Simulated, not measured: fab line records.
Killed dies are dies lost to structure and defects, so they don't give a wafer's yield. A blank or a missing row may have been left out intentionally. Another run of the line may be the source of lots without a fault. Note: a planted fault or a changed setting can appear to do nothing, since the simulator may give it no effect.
2 desks looking at one fault + flow n5-finfet + what lay behind the numbers comes last; until then each desk has only its own

== THE METROLOGY DESK ==
Means of the sampled wafers that have a number, per lot and without regard to the tool the lot ran on: this is what the gauges read. If a lot's mean is further than 4 standard deviations from the usual mean, the lot is out of limits and carries the mark OUT (the distance appears in the brackets). 7 of its 11 readings are shown, namely those furthest out on some lot.
Columns: A = cd-nm at N5_DUMMY_GATE_CD_MEAS_24, usual 15.0 nm; B = DIBL_N at N5_BEOL_M4_RC_MEAS_101, usual 36.5 mV/V; C = IOFF_N at N5_BEOL_M4_RC_MEAS_101, usual 0.163 nA/um; D = ION_N at N5_BEOL_M4_RC_MEAS_101, usual 675 uA/um; E = SS_N at N5_BEOL_M4_RC_MEAS_101, usual 71.5 mV/dec; F = VT_N at N5_BEOL_M4_RC_MEAS_101, usual 249.7 mV; G = VT_P at N5_BEOL_M4_RC_MEAS_101, usual -250 mV
| lot  | first seen here | A    | B    | C     | D   | E    | F     | G    |
|------|-----------------|------|------|-------|-----|------|-------|------|
| L900 | day 3 05:55     | 14.8 | 37.3 | 0.148 | 668 | 71.3 | 253.4 | -249 |
| L902 | day 3 19:17     | 15.2 | 35.4 | 0.147 | 668 | 71.3 | 252.1 | -253 |
| L903 | day 4 00:20     | 14.6 | 37.6 | 0.190 | 687 | 72.2 | 246.6 | -250 |
| L905 | day 4 14:50     | 15.2 | 34.8 | 0.144 | 680 | 71.7 | 249.7 | -251 |
| L907 | day 5 00:14     | 15.1 | 35.6 | 0.145 | 675 | 71.6 | 249.9 | -246 |
| L913 | day 6 10:14     | 15.0 | 35.3 | 0.151 | 673 | 71.5 | 252.1 | -250 |
| L916 | day 7 05:10     | 14.9 | 37.3 | 0.184 | 681 | 71.7 | 249.1 | -247 |
| L918 | day 7 16:31     | 14.8 | 37.7 | 0.191 | 686 | 71.6 | 247.6 | -250 |
| L920 | day 8 05:26     | 15.2 | 35.5 | 0.153 | 675 | 71.4 | 251.1 | -254 |
| L922 | day 8 16:58     | 15.0 | 36.2 | 0.148 | 664 | 72.1 | 251.9 | -250 |
Result from this desk: across the 10 lots, nothing is out of limits.

== FOR THE TOOL OWNER'S DESK: ald-sin-04 ==
The tool's own readings at N5_SPACER0_ALD_00 (deposits SiOCN, target thk 3.5 nm, pulse time 3 s, purge time 2 s): means of the sampled wafers that have a number, for each lot that ran on this tool. If a lot's mean is further than 4 standard deviations from the usual mean, the lot is out of limits and carries the mark OUT (the distance appears in the brackets).
Columns: A = heater-power-w at N5_SPACER0_ALD_00, usual 831 W; B = precursor-pulse-height-rel at N5_SPACER0_ALD_00, usual 0.997
| lot  | first seen here | A   | B     |
|------|-----------------|-----|-------|
| L900 | day 3 06:23     | 841 | 0.996 |
| L903 | day 4 00:53     | 830 | 0.985 |
| L905 | day 4 15:41     | 871 | 0.992 |
| L907 | day 5 00:46     | 836 | 0.982 |
| L918 | day 7 16:59     | 851 | 0.997 |
| L920 | day 8 05:54     | 837 | 1.021 |
Result from this desk: across the 6 lots, nothing is out of limits.

== PUT TOGETHER ==
At the metrology desk, nothing out of limits was observed.
The tool owner's desk saw nothing out of limits.

== WHAT THE SIMULATOR HAD PUT IN ==
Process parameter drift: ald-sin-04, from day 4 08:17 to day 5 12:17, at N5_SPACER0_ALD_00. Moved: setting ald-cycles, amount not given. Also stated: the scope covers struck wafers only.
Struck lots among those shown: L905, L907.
